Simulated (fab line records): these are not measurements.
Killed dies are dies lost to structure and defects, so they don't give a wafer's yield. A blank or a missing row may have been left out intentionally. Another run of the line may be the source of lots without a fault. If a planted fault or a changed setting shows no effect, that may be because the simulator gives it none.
Chamber matching ; flow n5Finfet ; rieDiel-06 running N5_BEOL_M3_STRIP_36: 4 sister chambers
The step strips in N2/H2. 8 wafers are shown with their chamber, then 9 later ones without.

EACH WAFER AND ITS CHAMBER
wafer;chamber;drypumpMotorCurrentA (A);showerheadPlenumPTorr (Torr)
L078.6;3;5.4;2.46
L083.3;0;6.3;2.53
L084.2;2;5.2;2.59
L084.4;1;5.5;2.59
L084.5;3;5.4;2.46
L088.3;2;5.2;2.59
L088.5;1;5.5;2.59
L088.6;0;6.2;2.52

WAFERS MISSING THEIR CHAMBER
wafer;drypumpMotorCurrentA (A);showerheadPlenumPTorr (Torr)
L089.2;5.5;2.59
L089.4;6.2;2.53
L089.6;6.2;2.53
L087.2;6.3;2.52
L087.3;5.4;2.45
L087.5;6.2;2.52
L092.1;5.4;2.45
L092.4;5.5;2.59
L092.6;6.2;2.52

EACH ONE'S CHAMBER
wafer;from the rows above;in truth
L089.2;1;1
L089.4;0;0
L089.6;0;0
L087.2;0;0
L087.3;3;3
L087.5;0;0
L092.1;3;3
L092.4;1;1
L092.6;0;0
Placed correctly: 9 of 9. Not placeable from these rows: 0. 0 placed wrongly.
How it was worked out, from the rows above alone: a wafer's distance from a chamber is the root of the sum, over the readings, of the square of ((its reading less the chamber's mean) divided by the reading's scatter). The wafer belongs to the nearest chamber; if the next one is less than 2 further off, it can't be placed. A chamber's mean is the mean of its shown wafers. How the scatter is found: for the shown wafers, subtract from each reading the mean of its chamber, square and add these, divide the total by (wafers less chambers), then take the root.
